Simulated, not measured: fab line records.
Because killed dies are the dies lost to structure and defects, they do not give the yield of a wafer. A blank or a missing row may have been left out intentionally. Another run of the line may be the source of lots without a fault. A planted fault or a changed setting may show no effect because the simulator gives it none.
Chamber matching    flow nand harc    NHARC_P_CONTACT_CMP_24 on cmp-03 has 4 sister chambers
The step polishes, t overpolish 30 s, target thk 200 nm. 14 wafers are shown with their chamber, then 7 later ones without.

WAFERS, EACH WITH ITS CHAMBER
wafer   chamber  motor current A (A)  time to endpoint s (s)  retaining ring pressure frac
L074.4  1        14.1                 39                      1.000
L074.5  1        14.1                 38                      0.996
L074.6  2        12.9                 36                      0.996
L080.1  3        11.7                 45                      0.995
L080.3  2        13.4                 38                      0.993
L080.6  2        12.9                 39                      0.999
L082.1  2        13.4                 39                      0.998
L082.2  3        11.0                 40                      0.997
L082.5  3        11.0                 41                      1.001
L084.3  0        13.4                 40                      1.002
L084.4  3        11.8                 44                      0.994
L084.5  2        12.9                 39                      0.995
L090.1  3        11.6                 42                      1.008
L090.4  1        14.5                 36                      0.995

SIGNATURES, as means of the wafers listed above
reading                       chamber 0  chamber 1  chamber 2  chamber 3  scatter within a chamber
motor current A               13.400     14.233     13.100     11.420     0.319
time to endpoint s            40.00      37.67      38.20      42.40      1.69
retaining ring pressure frac  1.00200    0.99700    0.99620    0.99900    0.00408
Rule: for each reading, subtract the chamber's mean from the wafer's reading, divide by that reading's scatter and square the result; add these up over the readings and take the root, which gives the wafer's distance from the chamber. If the next closest chamber is less than 2 further off than the closest, the wafer can't be placed; otherwise it belongs to the closest. The scatter: take each reading less its chamber's mean, square it, sum over the shown wafers, divide by the number of wafers less the number of chambers, and take the root.

WAFERS WITH NO CHAMBER GIVEN
wafer   motor current A (A)  time to endpoint s (s)  retaining ring pressure frac
L090.5  11.4                 39                      1.000
L093.1  13.3                 38                      0.992
L093.2  14.9                 35                      1.004
L093.4  11.3                 39                      0.998
L096.2  11.3                 37                      1.000
L096.3  13.8                 35                      1.004
L096.5  11.7                 38                      1.000

THE CHAMBER EACH PASSED THROUGH
wafer   from the rows above           in truth
L090.5  3                             3
L093.1  can't be placed: 2 or 0 or 1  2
L093.2  1                             1
L093.4  3                             3
L096.2  3                             3
L096.3  can't be placed: 1 or 0 or 2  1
L096.5  can't be placed: 3 or 2       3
Correctly placed: 4 of 7. Unplaceable from these rows: 3, with the true chamber sitting among the candidates in 3. Number placed wrongly: 0.
